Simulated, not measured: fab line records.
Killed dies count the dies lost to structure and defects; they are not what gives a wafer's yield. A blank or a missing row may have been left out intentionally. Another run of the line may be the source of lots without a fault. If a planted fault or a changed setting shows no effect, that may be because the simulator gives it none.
Matching of chambers / flow n5_finfet / N5_BEOL_M0_SAQP_SPACER2_ETCHBACK_27 on rie_diel-03: 4 sister chambers
The step etches SiO2 in CHF3/O2, target depth 22.5 nm, time 11.25 s. 4 wafers are shown with their chamber, then 10 later ones without.

WAFERS PAIRED WITH THEIR CHAMBERS
wafer=L081.5; chamber=1; showerhead_plenum_p_Torr (Torr)=2.40
wafer=L082.2; chamber=2; showerhead_plenum_p_Torr (Torr)=2.36
wafer=L084.4; chamber=3; showerhead_plenum_p_Torr (Torr)=2.39
wafer=L084.5; chamber=0; showerhead_plenum_p_Torr (Torr)=2.51

WAFERS WITHOUT THEIR CHAMBER
wafer=L084.6; showerhead_plenum_p_Torr (Torr)=2.39
wafer=L088.2; showerhead_plenum_p_Torr (Torr)=2.39
wafer=L088.3; showerhead_plenum_p_Torr (Torr)=2.40
wafer=L088.6; showerhead_plenum_p_Torr (Torr)=2.51
wafer=L091.1; showerhead_plenum_p_Torr (Torr)=2.39
wafer=L091.3; showerhead_plenum_p_Torr (Torr)=2.38
wafer=L091.6; showerhead_plenum_p_Torr (Torr)=2.39
wafer=L097.1; showerhead_plenum_p_Torr (Torr)=2.38
wafer=L097.2; showerhead_plenum_p_Torr (Torr)=2.35
wafer=L097.4; showerhead_plenum_p_Torr (Torr)=2.39

WHICH CHAMBER EACH WENT THROUGH
wafer=L084.6; from the rows above=can't be placed: 3 or 1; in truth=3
wafer=L088.2; from the rows above=can't be placed: 3 or 1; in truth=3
wafer=L088.3; from the rows above=can't be placed: 1 or 3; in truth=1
wafer=L088.6; from the rows above=0; in truth=0
wafer=L091.1; from the rows above=can't be placed: 3 or 1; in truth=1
wafer=L091.3; from the rows above=can't be placed: 3 or 1 or 2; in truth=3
wafer=L091.6; from the rows above=can't be placed: 3 or 1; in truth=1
wafer=L097.1; from the rows above=can't be placed: 3 or 1 or 2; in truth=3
wafer=L097.2; from the rows above=2; in truth=2
wafer=L097.4; from the rows above=can't be placed: 3 or 1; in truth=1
Correct placement for 2 of the 10. From these rows, 8 cannot be placed; in 8 the true chamber is one of the candidates. Wrongly placed: 0.
How it was worked out, from the rows above alone: a wafer's distance from a chamber is the root of the sum, over the readings, of the square of ((its reading less the chamber's mean) divided by the reading's scatter). If the next closest chamber is less than 2 further off than the closest, the wafer can't be placed; otherwise it belongs to the closest. The mean given for a chamber averages the wafers shown for that chamber. The scatter: with one shown wafer a chamber, the root of the mean of the squares of how far each hidden wafer lies from its nearest shown one.
